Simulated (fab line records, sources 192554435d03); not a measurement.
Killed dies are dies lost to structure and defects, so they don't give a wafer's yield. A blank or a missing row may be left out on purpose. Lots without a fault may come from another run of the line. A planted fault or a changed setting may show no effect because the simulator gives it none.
A struck lot beside a sound one | flow n5_finfet | 15 steps out of a route of 1938
Sound: wafers L842.3, L842.5, L842.6. Struck: wafers L837.2, L837.3, L837.4. The cause comes at the end.
At each step with rows: each side's tool, then ch and its chambers, then its first start. Under that, the readings that differ: sound wafers | struck wafers | difference of the means | sigmas: that difference in standard deviations of wafers without a fault.
alike: readings whose means differ by less than 2 such deviations, and words and numbers that are the same on both sides. not compared: withheld readings, readings that some wafer has no value for, bounds like >300 that may hide the same value, and numbers for which the record gives no deviation and whose values overlap.
The two part at a step that has a row with sigmas, a row that says differs or no value, or rows on one side only. Numbers that don't overlap but have no deviation are shown without sigmas and don't part them. A reading that every wafer of one side lacks parts them only if that side has two wafers or more.

N5_BEOL_M8_CD_MEAS_35: target cd 40 nm.
  sound on cd_sem-02, day 13 13:20; struck on cd_sem-01, day 12 17:42
  alike: cd_nm
N5_BEOL_M8_CURE_75: cures SiCOH lowk, time 120 s.
  sound on uv_cure-02 ch 2, day 13 13:34; struck on uv_cure-02 ch 0, day 12 17:47
  alike: lamp_power_pct, wafer_temp_C_max
N5_BEOL_M8_DEGAS_44: time 60 s.
  sound on pvd_sputter-03, day 13 14:08; struck on pvd_sputter-02, day 12 18:11
  alike: heater_power_w, susceptor_temp_C
then, 2 steps without rows for these wafers: N5_BEOL_M8_PRE_CLEAN_45 (time 30 s); N5_BEOL_M8_ALD_77 (deposits TaN, target thk 2 nm, pulse time 2 s, purge time 3 s).
N5_BEOL_M8_SURFACE_TREAT_79:
  sound on pvd_sputter-03, day 13 14:35; struck on pvd_sputter-01, day 12 18:42
  not compared: throttle_valve_pct
then, 4 steps without rows for these wafers: N5_BEOL_M8_CVD_78 (deposits Co from CCTBA/H2, target thk 2 nm, time 142.3 s); N5_BEOL_M8_SPUTTER_48 (material Cu, target thk 10 nm, time 1.667 s); N5_BEOL_M8_ECD_50 (material Cu, target thk 300 nm); N5_BEOL_M8_ANNEAL_51 (time 90 s).
N5_BEOL_M8_CMP_52: polishes, stops on SiCOH lowk, t overpolish 6.9 s, target thk 80 nm.
  sound on cmp-03 ch 1,2,3, day 13 15:22; struck on cmp-03 ch 0,1,3, day 12 21:25
  alike: barrier_field_endpoint_s, motor_current_A, overpolish_run_s, platen_rpm, retaining_ring_pressure_frac, time_to_endpoint_s
N5_BEOL_M8_THK_MEAS_53: measures by xrf.
  sound on film_metro-01, day 13 15:35; struck on film_metro-01, day 12 21:43
  alike: M8_THK
N5_BEOL_M8_PRE_CLEAN_55: time 15 s.
  sound on pecvd-04 ch 0,2, day 13 15:37; struck on pecvd-03 ch 1,2, day 12 21:45
  reading            | sound             | struck            | difference | sigmas
  rf_fwd_power_W (W) | 293.4 293.0 296.3 | 323.2 320.5 321.2 | +27.4      | +16
N5_BEOL_M8_DEP_56: deposits SiCN from 3MS/NH3, target thk 10 nm, time 17.5 s.
  sound on pecvd-04 ch 0,2, day 13 15:39; struck on pecvd-03 ch 1,2, day 12 21:46
  alike: showerhead_plenum_p_Torr, throttle_valve_pct
-- the record jumps here: 3 days lie between the struck wafers' starts before and after (it left off in module BEOL_M8 and takes up again in module PASSIVATION, whose first step shown is number 1936 of the route) --
N5_PASSIVATION_PROBE_49:
  sound on prober-02, day 16 13:32; struck on prober-02, day 15 12:15
  alike: defect_limited_yield, killed_at_M0_to_M3, killed_at_M4_up, killed_at_contacts, killed_at_front_end, killed_at_other, killed_dies, killed_open, killed_short, sort_bin_5_function, sort_bin_6_memory, sort_n_pass, sort_yield_pct

WHERE THEY PART
Only at N5_BEOL_M8_PRE_CLEAN_55, within this record. Later steps at which nothing parts them and some readings are alike: N5_BEOL_M8_DEP_56, N5_PASSIVATION_PROBE_49.

WHY: what the simulator had put in
Process parameter drift: pecvd-03, from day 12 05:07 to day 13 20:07, at N5_BEOL_M8_PRE_CLEAN_55. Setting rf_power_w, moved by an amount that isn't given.
